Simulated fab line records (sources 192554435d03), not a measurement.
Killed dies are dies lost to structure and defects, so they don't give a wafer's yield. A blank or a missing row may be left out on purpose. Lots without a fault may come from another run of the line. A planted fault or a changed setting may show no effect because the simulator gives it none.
Comparing a struck lot with a sound one    flow n5Finfet    38 steps out of a route of 1938
Sound: the wafers L743.2, L743.4, L743.6. Struck: wafer L756.3 (left out: L756.2, L756.6 of the same lot, which were not struck); the cause appears at the end.
At each step with rows: each side's tool, then ch and its chambers, then its first start. Under that, the readings that differ: sound wafers    struck wafers    difference of the means    sigmas: that difference in standard deviations of wafers without a fault.
alike: words and numbers the same on both sides, and readings whose means are apart by under 2 such deviations; not compared: readings that were withheld, readings missing a value for some wafer, numbers with overlapping values and no deviation given by the record, and bounds like >300 which may hide the same value.
Wherever a step has rows on one side only, a row that says differs or no value, or a row with sigmas, the two part there. When numbers do not overlap yet have no deviation, they are printed without sigmas and do not part them. A reading that every wafer of one side lacks parts them only if that side has two wafers or more.

first, 9 steps without rows for these wafers: N5_BEOL_M3_ANNEAL_95 (time 240 s); N5_BEOL_M3_SPUTTER_96 (material Cu, target thk 4.5 nm, time 8.29 s); N5_BEOL_M3_ECD_50 (material Cu, target thk 300 nm); N5_BEOL_M3_ANNEAL_51 (time 90 s); N5_BEOL_M3_CMP_52 (polishes, stops on SiOC, t overpolish 6.8 s, target thk 40 nm); N5_BEOL_M3_PRE_CLEAN_60 (time 15 s); N5_BEOL_M3_CO_CAP_55 (material Co, precursor CCTBA/H2, target thk 2 nm, time 102.1 s); N5_BEOL_M3_PRE_CLEAN_56 (time 15 s); N5_BEOL_M3_DEP_57 (deposits SiCN from 3MS/NH3, target thk 8 nm, time 14 s).
N5_BEOL_M4_ILD_DEP_00: deposits SiOC from DEMS/O2, target thk 79 nm, time 15.3 s.
  sound on pecvd-03 ch 1,2, day 8 04:29; struck on pecvd-03 ch 1, day 11 20:29
reading                                      sound           struck  difference  sigmas
model.SiOC_of_BEOL_M4_ILD_DEP_00.thkNm (nm)  79.4 79.6 79.4  60.2    -19.3       
  alike: heaterPowerW, showerheadPlenumPTorr, throttleValvePct
  not compared: rfFwdPowerW
N5_BEOL_M4_THK_MEAS_01:
  sound: filmMetro-02 at day 8 04:34; struck: filmMetro-02 at day 11 20:34
reading          sound           struck  difference  sigmas
M4_ILD_THK (nm)  79.4 79.7 79.4  60.1    -19.4       -19
then, 24 steps without rows for these wafers: N5_BEOL_M4_PECVD_72 (deposits SiO2 from TEOS/O2, target thk 16 nm, time 18 s); N5_BEOL_M4_HM_DEP_02 (deposits TiN, target thk 20 nm); N5_BEOL_M4_COAT_61 (time 60 s, resist thk 60 nm); N5_BEOL_M4_COAT_62 (time 60 s, resist thk 12 nm); N5_BEOL_M4_COAT_73 (time 60 s, resist thk 5 nm); N5_BEOL_M4_COAT_05 (resist thk 30 nm); N5_BEOL_M4_EBR_07; N5_BEOL_M4_SOFTBAKE_06 (time 60 s); N5_BEOL_M4_EXPOSE_08 (exposes mask M4); N5_BEOL_M4_PEB_09 (peb time 60 s); N5_BEOL_M4_DEVELOP_10 (develop time 30 s); N5_BEOL_M4_DESCUM_16 (chemistry O2, time 7 s); N5_BEOL_M4_ETCH_74 (etches underlayer in N2/H2, target depth 6.5 nm, time 5.2 s); N5_BEOL_M4_ETCH_63 (etches SiARC in CF4, target depth 15.6 nm, time 26 s); N5_BEOL_M4_ETCH_64 (etches SOC in N2/H2, target depth 75 nm, overetch 22.5 nm, time 121.9 s); N5_BEOL_M4_STRIP_65 (strips in N2/H2); N5_BEOL_M4_STRIP_75 (strips in N2/H2); N5_BEOL_M4_STRIP_66 (strips in CF4); N5_BEOL_M4_HM_OPEN_17 (chemistry Cl2/BCl3, target TiN, target depth 20 nm, overetch 6 nm); N5_BEOL_M4_STRIP_19 (strips in O2); N5_BEOL_M4_COAT_67 (time 60 s, resist thk 60 nm); N5_BEOL_M4_COAT_68 (time 60 s, resist thk 12 nm); N5_BEOL_M4_COAT_76 (time 60 s, resist thk 5 nm); N5_BEOL_M4_COAT_22 (resist thk 30 nm).
N5_BEOL_M4_CMP_52: polishes, stops on SiOC, t overpolish 6.8 s, target thk 40 nm.
  sound on cmp-03 ch 0,1,3, day 8 11:02; struck on cmp-04 ch 1, day 12 04:22
reading                                      sound           struck  difference  sigmas
model.SiOC_of_BEOL_M4_ILD_DEP_00.thkNm (nm)  76.4 76.6 76.4  57.2    -19.3       
  alike: motorCurrentA, platenRpm
  not compared: padLifeWafers
N5_BEOL_M4_RC_MEAS_101:
  sound on prober-02 ch 0, day 8 11:43; struck on prober-01 ch 0, day 12 05:32
  alike: DIBL_N, DIBL_P, IOFF_N, IOFF_P, ION_N, ION_P, SS_N, SS_P, VT_N, VT_P
then, 1 step without rows for these wafers: N5_PASSIVATION_PROBE_49.

WHERE THEY PART
At N5_BEOL_M4_THK_MEAS_01 and nowhere else, as far as this record goes. Later steps at which nothing parts them and some readings are alike: N5_BEOL_M4_CMP_52, N5_BEOL_M4_RC_MEAS_101.

WHY: what the simulator had put in
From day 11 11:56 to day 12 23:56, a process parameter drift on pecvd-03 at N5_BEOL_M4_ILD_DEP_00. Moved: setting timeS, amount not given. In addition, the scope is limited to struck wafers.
